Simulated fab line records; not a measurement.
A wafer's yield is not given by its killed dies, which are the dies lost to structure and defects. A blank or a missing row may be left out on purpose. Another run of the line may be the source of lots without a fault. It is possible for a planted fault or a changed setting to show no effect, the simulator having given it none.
fab line records	flow nand_harc	part 1 of 2: steps 1 to 27 of 35
record: lots: 5	wafers: 15	last_day: 32
route steps=1302 shown A_STAIRCASE@886 A_SGD_CUT@890
lots that met no fault: from a run of the same line without faults
start_h: the number of hours between the record's first day and the start of the first shown wafer of the lot	wait_h: hours since the lot's step before	" repeats the value in the row above	L1.1+2: a single row standing in for several wafers	- no value, or no start given	* or withheld: withheld	< > ~ a bound
route shown NAME@n: names a module that has steps shown in the file, with the first one's number in the route	usual: mean/standard deviation of fault-free wafers	same: alike in all rows	chamber/n: place in a boat	sites: readings site by site	_std_site: the standard deviation of these	_edge_site: mean of outer sites minus mean of inner sites	radius_mm: how far each site lies from the wafer's centre	mask NAME#n: copy n	behind: the last tool/chamber to shape the wafer	hold: what put the lot on hold/how long, in hours/how the hold closed	device: the n, p or np transistor that did not switch	end of line: tests of these same wafers at the route's end	a step with no rows: only its recipe	killed: not the wafer's yield, but the dies lost to structure and defects at the first sort	map: the dies of a wafer, with x for killed, . for not killed, _ for no die there
set.NAME: the setting that was run; set.NAME@STEP: the one run at that earlier step	model.NAME: the simulator's own value behind a step, which no gauge read
lots at some steps of the route; a table a step, a row a wafer
services: when a tool's chamber went out of use (start_h, in hours from the record's first day, below 0 if earlier), for how many hours, and the reason
== steps ==
step: NHARC_A_STAIRCASE_CMP_472
recipe: material: SiO2
usual: motor_current_A: 11.8/1.1	retaining_ring_pressure_frac: 1.000/0.0049
lot.wafer	tool	chamber	start_h	wait_h	motor_current_A	retaining_ring_pressure_frac
L077.2	cmp-01	1	475.35	0.2	14.2	1.005
L077.4	"	2	"	"	11.0	1.000
L077.1	"	0	"	"	11.4	1.000
L083.4	cmp-04	2	514.26	0.2	13.1	1.004
L083.6	"	1	"	"	10.2	1.000
L083.5	"	2	"	"	13.5	0.999
L088.2	cmp-01	0	581.69	0.3	11.4	1.004
L088.1	"	1	"	"	14.8	1.006
L088.5	"	3	"	"	11.1	0.995
L096.3	cmp-01	3	651.78	0.2	11.7	0.993
L096.2	"	1	"	"	13.6	0.996
L096.6	"	3	"	"	10.8	0.994
L095.1	cmp-04	0	652.05	0.2	12.6	0.991
L095.3	"	1	"	"	10.1	1.006
L095.6	"	3	"	"	11.3	0.999
step: NHARC_A_STAIRCASE_SRD_474
lot.wafer	tool	chamber	start_h	wait_h
L077.1+4+2	wet_bench-09	7,1,4	475.61	0.0
L083.6+5+4	wet_bench-09	5,0,2	514.49	0.0
L088.2+5+1	wet_bench-05	1,2,5	581.92	0.0
L096.6+3+2	wet_bench-09	1,3,5	652.02	0.0
L095.6+3+1	wet_bench-05	5,6,1	652.29	0.0
step: NHARC_A_STAIRCASE_INSPECT_155
usual: raw_defect_count: 417/130
lot.wafer	tool	chamber	start_h	wait_h	raw_defect_count
L077.1	defect_inspect-01	-	475.69	0.1	335
L077.2	"	-	"	"	203
L077.4	"	-	"	"	226
L083.4	defect_inspect-02	-	514.58	0.1	404
L083.5	"	-	"	"	296
L083.6	"	-	"	"	583
L088.1	defect_inspect-02	-	582.00	0.1	382
L088.2	"	-	"	"	553
L088.5	"	-	"	"	454
L096.2	defect_inspect-02	-	652.10	0.1	324
L096.3	"	-	"	"	329
L096.6	"	-	"	"	392
L095.1	defect_inspect-01	-	652.36	0.1	510
L095.3	"	-	"	"	411
L095.6	"	-	"	"	405
step: NHARC_A_SGD_CUT_DEP_00
recipe: target_thk_a: 500	temp_c: 400	target_thk_nm: 50	flow_sccm: 200	rf_w: 450	material: SiNx
usual: heater_power_w: 763/110
lot.wafer	tool	chamber	start_h	wait_h	heater_power_w
L077.2	pecvd-04	0	475.79	0.1	538
L077.1	"	1	"	"	736
L077.4	"	2	"	"	807
L083.4	pecvd-03	1	514.77	0.2	711
L083.5	"	0	"	"	885
L083.6	"	1	"	"	717
L088.2	pecvd-04	0	582.08	0.1	559
L088.1	"	1	"	"	681
L088.5	"	2	"	"	973
L096.3	pecvd-04	1	652.17	0.1	696
L096.2	"	0	"	"	655
L096.6	"	1	"	"	677
L095.3	pecvd-03	2	652.43	0.1	577
L095.1	"	0	"	"	776
L095.6	"	2	"	"	581
step: NHARC_A_SGD_CUT_DEHYDRATE_01
recipe: temp_c: 150	time_s: 120
lot.wafer	tool	chamber	start_h	wait_h
L077.1+2+4	litho_track-04	0	476.03	0.2
L083.4+5+6	litho_track-04	0	514.99	0.2
L088.1+2+5	litho_track-06	0	582.35	0.2
L096.2+3+6	litho_track-04	0	652.44	0.2
L095.1+3+6	litho_track-01	0	652.70	0.2
step: NHARC_A_SGD_CUT_HMDS_02
recipe: time_s: 30
lot.wafer	tool	chamber	start_h	wait_h
L077.1+2+4	litho_track-04	0	-	-
L083.4+5+6	litho_track-04	0	-	-
L088.1+2+5	litho_track-06	0	-	-
L096.2+3+6	litho_track-04	0	-	-
L095.1+3+6	litho_track-01	0	-	-
step: NHARC_A_SGD_CUT_COAT_56
recipe: temp_c: 260	time_s: 75
lot.wafer	tool	chamber	start_h	wait_h
L077.1+2+4	litho_track-04	0	-	-
L083.4+5+6	litho_track-04	0	-	-
L088.1+2+5	litho_track-06	0	-	-
L096.2+3+6	litho_track-04	0	-	-
L095.1+3+6	litho_track-01	0	-	-
step: NHARC_A_SGD_CUT_COAT_57
recipe: temp_c: 225	time_s: 65
lot.wafer	tool	chamber	start_h	wait_h
L077.1+2+4	litho_track-04	0	-	-
L083.4+5+6	litho_track-04	0	-	-
L088.1+2+5	litho_track-06	0	-	-
L096.2+3+6	litho_track-04	0	-	-
L095.1+3+6	litho_track-01	0	-	-
step: NHARC_A_SGD_CUT_COAT_03
recipe: spin_rpm: 1500	resist_thk_nm: 90
lot.wafer	tool	chamber	start_h	wait_h
L077.1+2+4	litho_track-04	0	-	-
L083.4+5+6	litho_track-04	0	-	-
L088.1+2+5	litho_track-06	0	-	-
L096.2+3+6	litho_track-04	0	-	-
L095.1+3+6	litho_track-01	0	-	-
step: NHARC_A_SGD_CUT_SOFTBAKE_04
recipe: temp_c: 105	time_s: 55
lot.wafer	tool	chamber	start_h	wait_h
L077.1+2+4	litho_track-04	0	-	-
L083.4+5+6	litho_track-04	0	-	-
L088.1+2+5	litho_track-06	0	-	-
L096.2+3+6	litho_track-04	0	-	-
L095.1+3+6	litho_track-01	0	-	-
step: NHARC_A_SGD_CUT_EBR_05
lot.wafer	tool	chamber	start_h	wait_h
L077.1+2+4	litho_track-04	0	-	-
L083.4+5+6	litho_track-04	0	-	-
L088.1+2+5	litho_track-06	0	-	-
L096.2+3+6	litho_track-04	0	-	-
L095.1+3+6	litho_track-01	0	-	-
step: NHARC_A_SGD_CUT_EXPOSE_06
recipe: na: 1.35	dose_mj: 85.59	mask_id: SGD
lot.wafer	tool	chamber	start_h	wait_h	mask
L077.1+2+4	arfi_scanner-03	0	476.34	-	SGD#0
L083.4+5+6	arfi_scanner-02	0	515.32	-	SGD#0
L088.1+2+5	arfi_scanner-02	0	582.54	-	SGD#0
L096.2+3+6	arfi_scanner-02	0	652.63	-	SGD#0
L095.1+3+6	arfi_scanner-01	0	653.01	-	SGD#0
step: NHARC_A_SGD_CUT_PEB_07
recipe: peb_temp_c: 100	peb_time_s: 65
lot.wafer	tool	chamber	start_h	wait_h
L077.1+2+4	litho_track-04	0	476.40	0.1
L083.4+5+6	litho_track-06	0	515.37	0.0
L088.1+2+5	litho_track-01	0	582.60	0.1
L096.2+3+6	litho_track-04	0	652.68	0.1
L095.1+3+6	litho_track-06	0	653.07	0.1
step: NHARC_A_SGD_CUT_DEVELOP_08
recipe: develop_time_s: 35	dev_temp_c: 23
lot.wafer	tool	chamber	start_h	wait_h
L077.1+2+4	litho_track-04	0	-	-
L083.4+5+6	litho_track-06	0	-	-
L088.1+2+5	litho_track-01	0	-	-
L096.2+3+6	litho_track-04	0	-	-
L095.1+3+6	litho_track-06	0	-	-
step: NHARC_A_SGD_CUT_CD_MEAS_09
recipe: target_cd_nm: 100	landing_energy_ev: 500
usual: cd_nm: 100.0/0.66
lot.wafer	tool	chamber	start_h	wait_h	cd_nm
L077.1	cd_sem-02	0	476.48	-	100.3
L077.2	"	0	"	"	100.2
L077.4	"	0	"	"	101.5
L083.4	cd_sem-02	0	515.45	-	101.1
L083.5	"	0	"	"	101.3
L083.6	"	0	"	"	100.3
L088.1	cd_sem-02	0	582.68	-	100.4
L088.2	"	0	"	"	99.2
L088.5	"	0	"	"	100.1
L096.2	cd_sem-03	0	652.76	-	99.6
L096.3	"	0	"	"	99.6
L096.6	"	0	"	"	99.4
L095.1	cd_sem-01	0	653.15	-	100.1
L095.3	"	0	"	"	100.2
L095.6	"	0	"	"	100.6
step: NHARC_A_SGD_CUT_OVL_MEAS_10
usual: overlay_x_nm: -0.3/0.77	overlay_y_nm: 0.0/0.91
lot.wafer	tool	chamber	start_h	wait_h	overlay_x_nm	overlay_y_nm
L077.1	overlay-01	-	476.57	-	-0.5	0.4
L077.2	"	-	"	"	-0.8	0.3
L077.4	"	-	"	"	-0.5	0.8
L083.4	overlay-02	-	515.53	-	-0.4	0.1
L083.5	"	-	"	"	-1.0	0.1
L083.6	"	-	"	"	-0.7	0.1
L088.1	overlay-01	-	582.77	-	-0.7	0.4
L088.2	"	-	"	"	-0.9	0.6
L088.5	"	-	"	"	-0.9	-0.1
L096.2	overlay-01	-	652.85	-	0.7	0.5
L096.3	"	-	"	"	0.5	0.9
L096.6	"	-	"	"	0.9	0.8
L095.1	overlay-02	-	653.24	-	-0.4	0.2
L095.3	"	-	"	"	-0.9	0.6
L095.6	"	-	"	"	-1.0	0.4
step: NHARC_A_SGD_CUT_INSPECT_11
usual: raw_defect_count: 51/29
lot.wafer	tool	chamber	start_h	wait_h	raw_defect_count
L077.1	defect_inspect-01	-	476.60	0.0	15
L077.2	"	-	"	"	16
L077.4	"	-	"	"	21
L083.4	defect_inspect-01	-	515.57	0.0	23
L083.5	"	-	"	"	32
L083.6	"	-	"	"	24
L088.1	defect_inspect-02	-	582.80	0.0	55
L088.2	"	-	"	"	58
L088.5	"	-	"	"	59
L096.2	defect_inspect-02	-	652.89	0.0	44
L096.3	"	-	"	"	62
L096.6	"	-	"	"	55
L095.1	defect_inspect-02	-	653.28	0.0	28
L095.3	"	-	"	"	38
L095.6	"	-	"	"	37
step: NHARC_A_SGD_CUT_DESCUM_14
recipe: time_s: 3	o2_flow_sccm: 200	ar_flow_sccm: 0	bias_power_w: 0	chemistry: O2
usual: drypump_motor_current_A: 5.7/0.36	o2_flow_sccm: 200.0/0.65	oes_product_au: 1.002/0.0097	rf_vpp_V: 57.8/0.99	showerhead_plenum_p_Torr: 1.91/0.09	throttle_valve_pct: 11.311/0.0098
lot.wafer	tool	chamber	start_h	wait_h	drypump_motor_current_A	o2_flow_sccm	oes_product_au	rf_hours_counter_h	rf_vpp_V	showerhead_plenum_p_Torr	throttle_valve_pct
L077.2	rie_diel-13	3	476.67	0.1	5.5	199.3	1.001	6	57.2	1.97	11.319
L077.4	"	0	"	"	6.5	199.2	1.003	6	61.1	2.01	11.309
L077.1	"	2	"	"	6.1	200.1	0.990	7	56.9	1.78	11.322
L083.4	rie_diel-09	3	515.63	0.1	5.0	200.2	0.984	0	57.1	1.85	11.318
L083.5	"	3	"	"	5.0	199.6	0.997	-	57.3	1.85	11.306
L083.6	"	0	"	"	5.3	199.2	1.020	-	57.0	1.79	11.308
L088.1	rie_diel-09	2	582.86	0.1	5.9	201.4	1.005	4	57.1	1.92	11.319
L088.2	"	3	"	"	5.0	200.9	0.985	3	58.4	1.85	11.304
L088.5	"	3	"	"	5.1	200.6	0.989	-	56.1	1.85	11.308
L096.3	rie_diel-13	2	652.95	0.1	6.1	200.4	0.994	7	57.8	1.78	11.316
L096.2	"	0	"	"	6.5	200.5	0.998	6	58.9	2.01	11.314
L096.6	"	3	"	"	5.6	199.5	1.012	-	58.1	1.97	11.316
L095.1	rie_diel-13	2	653.34	0.1	6.1	200.0	0.998	7	56.4	1.78	11.301
L095.3	"	1	"	"	5.9	200.6	1.007	6	55.7	1.97	11.317
L095.6	"	3	"	"	5.5	200.3	1.012	-	57.2	1.97	11.319
step: NHARC_A_SGD_CUT_ETCH_58
recipe: target_depth_a: 390	over_etch_frac: 0.3	time_s: 65	ion_energy_ev: 80	cf4_flow_sccm: 150	ar_flow_sccm: 0	rf_w: 300	bias_w: 100	chemistry: CF4
usual: bias_w: 100.0/0.3	drypump_motor_current_A: 5.7/0.37	oes_product_au: 1.000/0.0092	rf_vpp_V: 151.2/1.3	showerhead_plenum_p_Torr: 1.76/0.077	throttle_valve_pct: 13.284/0.009
lot.wafer	tool	chamber	start_h	wait_h	bias_w	drypump_motor_current_A	oes_product_au	rf_hours_counter_h	rf_vpp_V	showerhead_plenum_p_Torr	throttle_valve_pct
L077.1	rie_diel-13	0	476.76	0.1	99.9	6.5	0.994	6	151.8	1.85	13.283
L077.4	"	1	"	"	99.6	5.9	1.005	6	151.6	1.82	13.298
L077.2	"	2	"	"	100.2	6.1	0.982	7	149.6	1.66	13.267
L083.4	rie_diel-09	2	515.73	0.1	100.2	5.9	1.003	0	149.4	1.78	13.281
L083.5	"	0	"	"	100.2	5.3	1.006	-	151.7	1.66	13.273
L083.6	"	1	"	"	99.7	5.3	0.996	-	152.9	1.79	13.274
L088.2	rie_diel-09	0	582.95	0.1	100.0	5.3	1.017	4	150.5	1.66	13.293
L088.1	"	2	"	"	100.1	5.9	1.002	4	151.3	1.77	13.302
L088.5	"	0	"	"	100.0	5.3	1.022	-	151.0	1.66	13.285
L096.3	rie_diel-13	2	653.03	0.1	100.2	6.1	0.988	7	149.8	1.65	13.289
L096.2	"	1	"	"	99.8	5.8	1.000	6	151.5	1.82	13.296
L096.6	"	2	"	"	99.9	6.1	0.987	-	150.1	1.65	13.281
L095.1	rie_diel-13	0	653.43	0.1	99.7	6.5	1.007	6	151.7	1.85	13.283
L095.3	"	2	"	"	99.9	6.1	1.003	7	149.9	1.65	13.292
L095.6	"	3	"	"	100.1	5.5	1.000	-	152.3	1.82	13.275
step: NHARC_A_SGD_CUT_ETCH_59
recipe: target_depth_a: 2600	over_etch_frac: 0.25	time_s: 406.25	ion_energy_ev: 200	n2_flow_sccm: 150	h2_flow_sccm: 150	ar_flow_sccm: 0	rf_w: 400	bias_w: 150	chemistry: N2/H2
usual: bias_w: 150.0/0.42	drypump_motor_current_A: 5.7/0.37	oes_product_au: 1.001/0.01	rf_vpp_V: 430.2/2.9	showerhead_plenum_p_Torr: 2.03/0.099	throttle_valve_pct: 14.170/0.01
lot.wafer	tool	chamber	start_h	wait_h	bias_w	drypump_motor_current_A	oes_product_au	rf_hours_counter_h	rf_vpp_V	showerhead_plenum_p_Torr	throttle_valve_pct
L077.1	rie_diel-13	0	-	-	150.0	6.5	1.000	6	433.1	2.15	14.170
L077.2	"	2	"	"	149.6	6.1	0.989	7	426.9	1.90	14.173
L077.4	"	3	"	"	150.0	5.6	0.989	6	432.4	2.10	14.156
L083.4	rie_diel-09	2	-	-	151.0	5.9	1.002	0	432.2	2.05	14.175
L083.5	"	0	"	"	150.3	5.3	1.013	-	426.7	1.90	14.183
L083.6	"	1	"	"	149.8	5.4	0.995	-	431.4	2.07	14.184
L088.2	rie_diel-09	3	-	-	149.4	5.0	0.991	3	428.5	1.97	14.174
L088.1	"	0	"	"	149.2	5.3	1.013	4	426.8	1.90	14.153
L088.5	"	0	"	"	150.5	5.3	1.023	-	425.9	1.90	14.166
L096.3	rie_diel-13	2	-	-	149.6	6.1	0.991	7	427.4	1.89	14.161
L096.2	"	1	"	"	149.8	5.9	0.998	6	430.9	2.10	14.164
L096.6	"	3	"	"	149.7	5.6	1.014	-	432.9	2.10	14.177
L095.3	rie_diel-13	0	-	-	150.1	6.5	0.994	6	434.0	2.14	14.171
L095.1	"	1	"	"	149.6	5.8	0.987	6	432.3	2.10	14.159
L095.6	"	0	"	"	150.2	6.5	0.999	-	433.9	2.14	14.192
step: NHARC_A_SGD_CUT_ETCH_15
recipe: target_depth_a: 750	time_s: 64.3	ch3f_flow_sccm: 50	o2_flow_sccm: 30	ar_flow_sccm: 200	rf_w: 500	bias_w: 100	chemistry: CH3F/O2
usual: bias_w: 99.94/0.29	drypump_motor_current_A: 5.7/0.37	o2_flow_sccm: 29.98/0.098	oes_product_au: 0.960/0.021	rf_vpp_V: 263.7/1.9	showerhead_plenum_p_Torr: 2.45/0.11	throttle_valve_pct: 20.664/0.01
lot.wafer	tool	chamber	start_h	wait_h	bias_w	drypump_motor_current_A	o2_flow_sccm	oes_product_au	rf_hours_counter_h	rf_vpp_V	showerhead_plenum_p_Torr	throttle_valve_pct
L077.2	rie_diel-13	2	-	-	99.88	6.1	29.99	0.939	7	262.1	2.30	20.663
L077.4	"	3	"	"	99.74	5.6	29.88	0.946	6	263.8	2.53	20.657
L077.1	"	1	"	"	99.64	5.9	30.05	0.965	7	264.9	2.54	20.673
L083.4	rie_diel-09	0	-	-	99.69	5.3	29.97	0.969	0	260.7	2.30	20.684
L083.6	"	3	"	"	100.70	5.0	29.94	0.954	-	262.1	2.38	20.662
L083.5	"	0	"	"	99.92	5.4	30.03	0.969	-	261.0	2.30	20.672
L088.1	rie_diel-09	0	-	-	100.10	5.3	30.01	0.981	4	260.6	2.30	20.659
L088.2	"	2	"	"	99.94	5.9	30.09	0.954	4	264.3	2.47	20.662
L088.5	"	0	"	"	100.22	5.3	30.08	0.983	-	260.1	2.30	20.666
L096.2	rie_diel-13	3	-	-	100.23	5.5	30.08	0.918	7	265.5	2.53	20.648
L096.3	"	1	"	"	100.41	5.8	30.09	0.909	6	265.4	2.53	20.668
L096.6	"	0	"	"	100.15	6.5	29.82	0.922	-	264.7	2.58	20.634
L095.3	rie_diel-13	0	-	-	100.13	6.5	29.96	0.949	6	265.8	2.58	20.674
L095.1	"	2	"	"	100.23	6.1	29.96	0.945	7	261.1	2.29	20.659
L095.6	"	0	"	"	100.78	6.5	29.75	0.955	-	266.4	2.58	20.667
step: NHARC_A_SGD_CUT_ETCH_16
recipe: target_depth_a: 3105	time_s: 155.2	c4f8_flow_sccm: withheld	o2_flow_sccm: 8	ar_flow_sccm: withheld	rf_w: 600	bias_w: 800	chemistry: C4F8/O2/Ar
usual: bias_w: 800.1/2.6	oes_product_au: 0.970/0.017	rf_vpp_V: 723/4.7
lot.wafer	tool	chamber	start_h	wait_h	bias_w	oes_product_au	rf_hours_counter_h	rf_vpp_V
L077.4	rie_diel-13	2	-	-	796.1	0.948	7	716
L077.2	"	3	"	"	801.6	0.966	6	726
L077.1	"	0	"	"	801.0	0.949	6	731
L083.4	rie_diel-09	0	-	-	798.4	0.971	0	717
L083.6	"	2	"	"	801.3	0.975	-	723
L083.5	"	3	"	"	801.8	0.961	-	720
L088.2	rie_diel-09	3	-	-	801.7	0.965	4	720
L088.1	"	1	"	"	801.3	0.972	4	725
L088.5	"	3	"	"	801.0	0.968	-	719
L096.3	rie_diel-13	0	-	-	800.6	0.972	6	728
L096.2	"	3	"	"	801.8	0.973	7	727
L096.6	"	0	"	"	797.6	0.971	-	727
L095.3	rie_diel-13	1	-	-	797.9	0.968	6	726
L095.1	"	2	"	"	806.3	0.954	7	716
L095.6	"	0	"	"	802.7	0.956	-	727
step: NHARC_A_SGD_CUT_STRIP_60
recipe: c4f8_flow_sccm: withheld	o2_flow_sccm: 8	ar_flow_sccm: withheld	bias_w: 0	chemistry: C4F8/O2/Ar
lot.wafer	tool	chamber	start_h	wait_h
L077.1+4+2	rie_diel-13	2,3,1	-	-
L083.4+6+5	rie_diel-09	2,0,1	-	-
L088.1+2+5	rie_diel-09	3,1,0	-	-
L096.2+3+6	rie_diel-13	1,2,0	-	-
L095.1+3+6	rie_diel-13	0,1,3	-	-
step: NHARC_A_SGD_CUT_STRIP_17
recipe: o2_flow_sccm: 500	ar_flow_sccm: 0	bias_w: 0	chemistry: O2
usual: drypump_motor_current_A: 5.7/0.37	o2_flow_sccm: 500.0/1.5	oes_product_au: 1.001/0.0095	rf_vpp_V: 57.7/0.77	showerhead_plenum_p_Torr: 3.52/0.15	throttle_valve_pct: 17.036/0.0091
same: bias_w: 0
lot.wafer	tool	chamber	start_h	wait_h	drypump_motor_current_A	o2_flow_sccm	oes_product_au	rf_hours_counter_h	rf_vpp_V	showerhead_plenum_p_Torr	throttle_valve_pct
L077.2	rie_diel-13	2	-	-	6.1	499.9	0.993	7	56.5	3.30	17.036
L077.4	"	3	"	"	5.6	498.9	0.986	6	57.8	3.63	17.027
L077.1	"	1	"	"	5.8	499.2	1.006	7	57.8	3.63	17.047
L083.4	rie_diel-09	0	-	-	5.3	498.1	1.014	0	56.8	3.31	17.033
L083.6	"	1	"	"	5.4	501.7	0.991	-	58.2	3.58	17.041
L083.5	"	2	"	"	5.9	499.2	1.007	-	56.8	3.54	17.036
L088.1	rie_diel-09	1	-	-	5.4	501.5	1.003	4	58.5	3.58	17.036
L088.2	"	0	"	"	5.3	500.0	1.011	4	58.1	3.30	17.014
L088.5	"	1	"	"	5.4	503.8	1.011	-	57.7	3.57	17.043
L096.3	rie_diel-13	2	-	-	6.1	499.0	0.994	7	56.8	3.30	17.034
L096.2	"	1	"	"	5.8	499.4	0.995	6	57.2	3.63	17.034
L096.6	"	3	"	"	5.6	498.1	1.005	-	57.9	3.62	17.041
L095.3	rie_diel-13	2	-	-	6.1	499.9	0.989	7	57.2	3.30	17.023
L095.1	"	3	"	"	5.5	499.9	1.011	7	58.7	3.62	17.032
L095.6	"	1	"	"	5.9	498.0	0.994	-	56.7	3.63	17.033
step: NHARC_A_SGD_CUT_PRECLEAN_18
recipe: time_s: *	temp_c: 50	bath_age_min: 0	chemistry: SC1
lot.wafer	tool	chamber	start_h	wait_h
L077.4+2+1	wet_bench-02	3,4,6	477.65	-
L083.4+5+6	wet_bench-02	3,4,5	516.60	-
L088.2+5+1	wet_bench-02	1,2,6	583.84	-
L096.3+2+6	wet_bench-02	4,5,7	654.18	-
L095.6+3+1	wet_bench-06	0,3,4	654.33	-
step: NHARC_A_SGD_CUT_SRD_19
lot.wafer	tool	chamber	start_h	wait_h
L077.4+2+1	wet_bench-02	3,4,6	-	-
L083.4+5+6	wet_bench-02	3,4,5	-	-
L088.2+5+1	wet_bench-02	1,2,6	-	-
L096.3+2+6	wet_bench-02	4,5,7	-	-
L095.6+3+1	wet_bench-06	0,3,4	-	-
step: NHARC_A_SGD_CUT_DEP_20
recipe: target_thk_a: 1500	temp_c: 65	material: SiO2
lot.wafer	tool	chamber	start_h	wait_h
L077.2+1+4	fcvd-01	0,1,0	477.79	-
L083.4+6+5	fcvd-02	0,0,1	516.80	-
L088.2+1+5	fcvd-01	0,1,0	583.98	-
L096.2+3+6	fcvd-01	0	654.34	-
L095.1+3+6	fcvd-01	0,1,1	654.50	-
